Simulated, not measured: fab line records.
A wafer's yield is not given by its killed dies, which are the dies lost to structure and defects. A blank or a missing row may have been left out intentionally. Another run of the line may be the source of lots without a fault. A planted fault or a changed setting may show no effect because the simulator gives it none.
The tool behind it: which one?    flow n5_finfet    Sampling: 10 lots, 27 wafers, 5 of 1938 route steps

WHAT THE GAUGES SHOWED, per wafer
N5_BEOL_M13_RS_MEAS_54: the measuring method here is four-point-probe.
lot   measured      on             M13_RS (ohm/sq)
L985  day 11 06:31  film_metro-01  0.0443 0.0461 0.0442
L984  day 11 10:01  film_metro-02  0.0449 0.0451
L987  day 12 00:58  film_metro-01  0.0467 0.0448 0.0459
L988  day 12 13:05  film_metro-01  0.0449 0.0448 0.0445
L992  day 13 06:41  film_metro-02  0.0428 0.0435
L991  day 13 07:31  film_metro-01  0.0432 0.0453 0.0456
L997  day 14 15:25  film_metro-02  0.0456 0.0461 0.0434
L996  day 14 21:44  film_metro-01  0.0447 0.0435
L100  day 15 06:48  film_metro-01  0.0449 0.0448 0.0450
L105  day 16 20:38  film_metro-02  0.0433 0.0453 0.0450

WHAT TOOL EACH LOT RAN ON (gives the tool, then ch and the chambers of the sampled wafers, and finally the start)
lot   N5_BEOL_M13_DESCUM_33               N5_BEOL_M13_ETCH_67                 N5_BEOL_M13_SPUTTER_43        N5_BEOL_M13_CMP_49
L985  rie_diel-02 ch 2,3, day 10 22:16    rie_diel-02 ch 2,3, day 10 22:18    pvd_sputter-01, day 11 05:22  cmp-02 ch 1,2,3, day 11 06:10
L984  rie_diel-05 ch 0,1, day 11 06:08    rie_diel-05 ch 0,1, day 11 06:10    pvd_sputter-03, day 11 08:52  cmp-02 ch 1,2, day 11 09:36
L987  rie_diel-02 ch 0,1,3, day 11 21:32  rie_diel-02 ch 0,1,3, day 11 21:34  pvd_sputter-03, day 11 23:25  cmp-04 ch 0,3, day 12 00:32
L988  rie_diel-05 ch 2,3, day 12 09:26    rie_diel-05 ch 2,3, day 12 09:29    pvd_sputter-03, day 12 11:44  cmp-02 ch 0,2, day 12 12:39
L992  rie_diel-03 ch 1, day 13 03:48      rie_diel-03 ch 1, day 13 03:50      pvd_sputter-01, day 13 05:32  cmp-02 ch 0,2, day 13 06:20
L991  rie_diel-03 ch 0,1,3, day 13 04:38  rie_diel-03 ch 0,1,3, day 13 04:40  pvd_sputter-01, day 13 06:05  cmp-03 ch 0,1, day 13 07:05
L997  rie_diel-03 ch 0,1, day 14 12:17    rie_diel-03 ch 0,1, day 14 12:20    pvd_sputter-02, day 14 13:59  cmp-04 ch 2,3, day 14 15:00
L996  rie_diel-05 ch 0,2, day 14 17:19    rie_diel-05 ch 0,2, day 14 17:22    pvd_sputter-01, day 14 20:11  cmp-03 ch 2,3, day 14 21:19
L100  rie_diel-02 ch 0,3, day 15 02:17    rie_diel-02 ch 0,3, day 15 02:19    pvd_sputter-02, day 15 05:12  cmp-04 ch 0,1,2, day 15 06:25
L105  rie_diel-03 ch 0,1,2, day 16 14:38  rie_diel-03 ch 0,1,2, day 16 14:40  pvd_sputter-02, day 16 19:28  cmp-02 ch 0,1,3, day 16 20:13
- N5_BEOL_M13_DESCUM_33: chemistry O2, time 7.9 s.
- N5_BEOL_M13_ETCH_67: etches SiARC in CF4, target depth 143 nm, time 238.3 s.
- N5_BEOL_M13_SPUTTER_43: material TaN, target thk 15 nm, time 24.19 s.
- N5_BEOL_M13_CMP_49: polishes, stops on SiOC, t overpolish 17.1 s, target thk 420 nm.

THE ANSWER, worked out from the rows above alone
Rule: what is usual is taken from the lots themselves. The widest of any qualifying gaps counts: lots, ordered by their means at a reading, are off when they make up no more than a third of the lots, leave a main group of 4 or more, and stand apart from it by 3 or more times the standard deviation of that group's means. A main group whose means are all the same, to the digits that the tables above print for the reading, isn't used. A lot without any number at a reading at which 4 lots or more have one is off too. All remaining lots with rows at the step are treated as sound.
None of the lots is off at any reading shown; this tells nothing.

WHAT HAD BEEN PUT IN BY THE SIMULATOR
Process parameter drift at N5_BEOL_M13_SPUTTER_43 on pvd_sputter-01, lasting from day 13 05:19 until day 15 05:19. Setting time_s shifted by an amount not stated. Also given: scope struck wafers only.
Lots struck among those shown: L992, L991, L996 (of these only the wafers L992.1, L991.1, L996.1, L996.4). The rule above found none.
